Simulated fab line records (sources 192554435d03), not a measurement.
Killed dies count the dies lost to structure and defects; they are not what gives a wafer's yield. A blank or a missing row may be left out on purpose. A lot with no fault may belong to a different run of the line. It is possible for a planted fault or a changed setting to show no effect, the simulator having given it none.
Code-filled problem report in 8D (eight disciplines) form / flow n5Finfet / the parts of the form that need people (team, actions taken, sign-off) are left out

## 1. PROBLEM STATEMENT
VT_N_LVT at N5_BEOL_M4_RC_MEAS_101 reads a mean of 83 mV on 2 wafers of 2 lots; wafers without a fault read 99 mV with a standard deviation of 3.1. That puts it -5.2 standard deviations away from the usual mean.
Earliest sighting: wafer L315.1 on prober-02 at day 12 23:00. At this step, 28 wafers from 10 lots have a number in the record. Rule for "out", or "out of limits": more than 4 standard deviations from the usual mean. The rest of the wafers with a number are treated as sound.

## 2. WHAT THIS IS AND IS NOT
question=which readings at this step | is=VT_N_LVT | is not=DIBL_N, DIBL_P, IOFF_N, ION_N, SS_N, VT_N
question=which lots | is=L315, L318 | is not=L304, L305, L306, L307, L308, L309, L323, L326
question=which wafers of those lots | is=L315.1, L318.5 | is not=L315.3, L318.3
question=read on which gauges | is=prober-02 | is not=prober-01
question=when | is=from day 12 23:00 | is not=up to then (19 sound wafers); but 7 sound wafers of L318, L323, L326 came after

## 3. THE SUSPECTS, EACH WITH WHAT RULES IT OUT
Counting: any tool at a process step up to the reading remains a suspect provided it ran every lot that is out. Sound lots after the first of them don't rule it out here, since some wafers of a struck lot are sound.
- the gauge at N5_BEOL_M4_RC_MEAS_101: kept. All the wafers that are out were read on prober-02, and no step on other tools shows them out.
- aldHk-02 at N5_HKMG_FIN_ALD_74 (deposits La2O3, target thk 0.5 nm, pulse time 6 s, co reactant pulse time 1 s): kept. It processed each lot that is out (first: L315, day 6 21:11); up to then, its last sound lot is L309 (day 5 06:40).
The count leaves prober-02 at N5_BEOL_M4_RC_MEAS_101 and aldHk-02 at N5_HKMG_FIN_ALD_74.

## 4. THE CAUSE (what the simulator had put in)
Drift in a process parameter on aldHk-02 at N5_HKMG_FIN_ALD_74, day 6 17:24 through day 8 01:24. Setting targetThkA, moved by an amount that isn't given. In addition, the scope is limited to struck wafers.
Counting left 2 suspects, and this tool is among them.

## 5. SEQUENCE OF EFFECTS, ordered by route
Rows list readings where the struck wafers' mean (over those with a number) sits beyond 3 standard deviations from the usual. Only readings whose record carries a usual standard deviation are examined. hours: median over the lots of the time between each lot's start at the first step of this table that gives one and its start at this step. sigmas: the change, counted in usual standard deviations.
hours=0; step=N5_BEOL_M4_RC_MEAS_101; reading=VT_N_LVT; usual=99 mV; on struck wafers=83; change=-16; sigmas=-5.2
hours=0; step=N5_BEOL_M4_RC_MEAS_101; reading=VT_P; usual=-250 mV; on struck wafers=-264; change=-14; sigmas=-3.6
hours=0; step=N5_BEOL_M4_RC_MEAS_101; reading=VT_P_LONG; usual=-275 mV; on struck wafers=-288; change=-14; sigmas=-4.0
hours=109; step=N5_PASSIVATION_PROBE_49; reading=sort_bin_8_speed; usual=0.00 %; on struck wafers=0.51; change=+0.51; sigmas=+24
It contains these process steps:
- N5_PASSIVATION_PROBE_49

## 6. WHAT WOULD HAVE CAUGHT IT SOONER
The first out-of-limits reading at a measuring or inspecting step in this record came at day 12 23:00, 150 hours after the fault's start at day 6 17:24.
An alarm limit of 4 standard deviations would not have fired on the tool readings at N5_HKMG_FIN_ALD_74 for which the record gives a usual standard deviation, since none of them was out on any struck wafer.
By day 12 23:00 the whole set of lots that are out, 2 in number, had already begun N5_HKMG_FIN_ALD_74 on aldHk-02. Tool hold at that time: it would have spared none of them.
